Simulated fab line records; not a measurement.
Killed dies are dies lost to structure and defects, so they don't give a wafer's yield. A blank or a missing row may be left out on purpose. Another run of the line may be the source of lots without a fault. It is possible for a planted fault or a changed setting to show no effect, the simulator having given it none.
Which of the tools did it? ; flow n5 finfet ; Sampling: 8 lots, 22 wafers, 7 of 1938 route steps

## WHAT EACH GAUGE READ, for each wafer
N5_BEOL_M4_RC_MEAS_101.
lot;measured;on;DIBL_N (mV/V)
L211;day 8 20:23;prober-02;33.8 33.5 33.9
L214;day 9 16:45;prober-01;36.4 37.3 35.5
L217;day 10 22:23;prober-01;36.2 37.4 36.8
L223;day 12 08:05;prober-01;34.1
L226;day 13 14:56;prober-01;36.6
L230;day 14 01:35;prober-02;35.1 35.0 35.1
L231;day 14 19:56;prober-01;41.0 37.6 38.4
L232;day 14 22:47;prober-02;35.3 35.2 35.9

## WHAT TOOL EACH LOT RAN ON (gives the tool, then ch and the chambers of the sampled wafers, and finally the start)
lot;N5_GATE_CUT_ETCH_28;N5_GATE_CUT_ETCH_37;N5_GATE_CUT_ETCH_19;N5_GATE_CUT_CUT_ETCH_53;N5_GATE_CUT_CUT_ETCH_54;N5_GATE_CUT_VAPOR_ETCH_48
L211;rie diel-06 ch 2,3, day 5 02:30;rie diel-06 ch 2,3, day 5 02:33;rie diel-06 ch 2,3, day 5 02:45;rie metal-03 ch 0,1, day 5 02:52;rie metal-03 ch 0,1, day 5 02:55;rie metal-03 ch 0,1, day 5 03:02
L214;rie diel-01 ch 0,1,2, day 5 19:41;rie diel-01 ch 0,1,2, day 5 19:44;rie diel-01 ch 0,1,2, day 5 19:56;rie metal-03 ch 0,1, day 5 20:04;rie metal-03 ch 0,1, day 5 20:08;rie metal-03 ch 0,1, day 5 20:14
L217;rie diel-01 ch 0,1,3, day 6 13:49;rie diel-01 ch 0,1,3, day 6 13:52;rie diel-01 ch 0,1,3, day 6 14:04;rie metal-03 ch 0,1, day 6 14:10;rie metal-03 ch 0,1, day 6 14:14;rie metal-03 ch 0,1, day 6 14:21
L223;rie diel-01 ch 3, day 7 23:28;rie diel-01 ch 3, day 7 23:31;rie diel-01 ch 3, day 7 23:43;rie metal-02 ch 0, day 7 23:50;rie metal-02 ch 0, day 7 23:53;rie metal-02 ch 0, day 8 00:01
L226;rie diel-01 ch 0,1, day 8 18:14;rie diel-01 ch 0,1, day 8 18:17;rie diel-01 ch 0,1, day 8 18:29;rie metal-02 ch 1, day 8 18:37;rie metal-02 ch 1, day 8 18:40;rie metal-02 ch 1, day 8 18:47
L230;rie diel-03 ch 0,1,3, day 9 16:55;rie diel-03 ch 0,1,3, day 9 16:58;rie diel-03 ch 0,1,3, day 9 17:10;rie metal-02 ch 1, day 9 17:17;rie metal-02 ch 1, day 9 17:25;rie metal-02 ch 1, day 9 17:38
L231;rie diel-03 ch 1,2,3, day 9 20:57;rie diel-03 ch 1,2,3, day 9 20:59;rie diel-03 ch 1,2,3, day 9 21:12;rie metal-01 ch 0,1, day 9 21:19;rie metal-01 ch 0,1, day 9 21:22;rie metal-01 ch 0,1, day 9 21:29
L232;rie diel-03 ch 0,2, day 10 04:35;rie diel-03 ch 0,2, day 10 04:38;rie diel-03 ch 0,2, day 10 04:50;rie metal-01 ch 0,1, day 10 04:57;rie metal-01 ch 0,1, day 10 05:01;rie metal-01 ch 0,1, day 10 05:08
- N5_GATE_CUT_ETCH_28: etches underlayer in N2/H2, target depth 13 nm, time 10.4 s.
- N5_GATE_CUT_ETCH_37: etches SOC in N2/H2, target depth 60 nm, overetch 12 nm, time 90 s.
- N5_GATE_CUT_ETCH_19: etches SiNx in CH3F/O2, target depth 53.7 nm, time 76.7 s.
- N5_GATE_CUT_CUT_ETCH_53: etches W in SF6/Cl2, target depth 79.2 nm.
- N5_GATE_CUT_CUT_ETCH_54: etches TiN in Cl2/BCl3, target depth 96.7 nm.
- N5_GATE_CUT_VAPOR_ETCH_48: etches TiN in BCl3/Cl2.

## THE ANSWER, worked out from the rows above alone
Rule: usual is defined by the lots themselves. Put in order of their means at a reading, lots are off if they are a third of the lots or fewer, leave a main group of 4 or more, and stand apart from it by a gap of 3 or more times the standard deviation of the main group's means; of several such gaps the widest counts. A main group whose means are all the same, to the digits that the tables above print for the reading, isn't used. Also off: a lot with no number at a reading for which 4 or more lots have one. Any other lot the step has rows for is counted as sound.
None of the lots is off at any reading shown; this tells nothing.

## WHAT THE SIMULATOR HAD INSERTED
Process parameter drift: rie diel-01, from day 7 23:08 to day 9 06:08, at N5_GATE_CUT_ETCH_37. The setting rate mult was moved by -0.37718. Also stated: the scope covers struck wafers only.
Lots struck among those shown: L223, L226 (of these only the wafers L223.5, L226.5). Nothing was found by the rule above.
